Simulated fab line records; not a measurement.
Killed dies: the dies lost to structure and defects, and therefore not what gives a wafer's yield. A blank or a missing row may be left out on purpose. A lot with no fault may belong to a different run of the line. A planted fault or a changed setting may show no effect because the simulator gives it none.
Problem report, 8D (eight disciplines) form, completed by code + flow n5-finfet + the parts of the form that need people (team, actions taken, sign-off) are left out

== 1. WHAT IS WRONG ==
At N5_BEOL_M14_COAT_66, spin-speed-rpm averages 1370.6 rpm over 6 wafers from 2 lots, while fault-free wafers read 1500.1 rpm, standard deviation 0.93. That is -99 or more standard deviations from the usual mean.
The step: time 60 s, resist thk 110 nm.
The first sign was on wafer L864.2 at day 14 00:38, on litho-track-02. The record holds 33 wafers of 12 lots with a number at this step. Rule for "out" (also "out of limits"): further than 4 standard deviations from the usual mean. All remaining wafers that have a number are taken as sound.

== 2. WHAT IT IS, WHAT IT ISN'T ==
| question                    | is                     | is not                                                                                       |
|-----------------------------|------------------------|----------------------------------------------------------------------------------------------|
| which readings at this step | spin-speed-rpm         | -                                                                                            |
| which lots                  | L864, L869             | L854, L856, L857, L860, L861, L872, L873, L875, L876, L877                                   |
| which wafers of those lots  | all that have a number | -                                                                                            |
| read on which tools         | litho-track-02         | litho-track-03, litho-track-05                                                               |
| when                        | from day 14 00:38      | up to then (15 sound wafers); but 12 sound wafers of L872, L873, L875, L876, L877 came after |

== 3. SUSPECTS, AND WHAT RULES EACH OUT ==
Counting: a tool at any process step up to the reading remains a suspect when it ran all the lots that are out and ran no sound lot after the first of those.
- rie-diel-06 at N5_BEOL_M14_STRIP_64 (strips in O2): kept. Every lot that is out went through it, starting with L864 (day 14 00:38), and after that it ran no sound lot; the last sound lot it ran before then is L861 (day 13 07:38). With no start given for some of its lots, N5_BEOL_M14_STRIP_64 uses the hours and lot order of N5_BEOL_M14_COAT_66.
- litho-track-02 at N5_BEOL_M14_COAT_66 (time 60 s, resist thk 110 nm): kept. Every lot that is out went through it, starting with L864 (day 14 00:38), and after that it ran no sound lot; the last sound lot it ran before then is L860 (day 13 08:24). Its own readings are out on those wafers: spin-speed-rpm.
What counting leaves: rie-diel-06 at N5_BEOL_M14_STRIP_64 and litho-track-02 at N5_BEOL_M14_COAT_66.

== 4. THE CAUSE (what the simulator had put in) ==
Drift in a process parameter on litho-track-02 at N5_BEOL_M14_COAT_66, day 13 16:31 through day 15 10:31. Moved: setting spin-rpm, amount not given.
This tool is one of the 2 suspects left after counting.

== 5. SEQUENCE OF EFFECTS, ordered by route ==
One row per reading whose mean, taken over the struck wafers that have a number, lies over 3 standard deviations from the usual. Scope: only readings with a usual standard deviation given in the record; hours: median across lots of the time from each lot's start at the first step in this table that gives one to its start at this step; sigmas: change in usual standard deviations.
| hours | step                | reading        | usual      | on struck wafers | change | sigmas      |
|-------|---------------------|----------------|------------|------------------|--------|-------------|
| 0     | N5_BEOL_M14_COAT_66 | spin-speed-rpm | 1500.1 rpm | 1370.6           | -129.5 | -99 or more |
The process steps in it:
- N5_BEOL_M14_COAT_66: time 60 s, resist thk 110 nm.
At these later measuring or inspecting steps, every struck wafer for which the step has a row has a number for every such reading, and none has moved that far: N5_BEOL_M14_OVL_MEAS_29, N5_BEOL_M14_INSPECT_30.

== 6. HOW IT WOULD HAVE BEEN CAUGHT EARLIER ==
In this record no reading fell out of limits until day 14 00:38, 8 hours after the fault had begun at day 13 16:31.
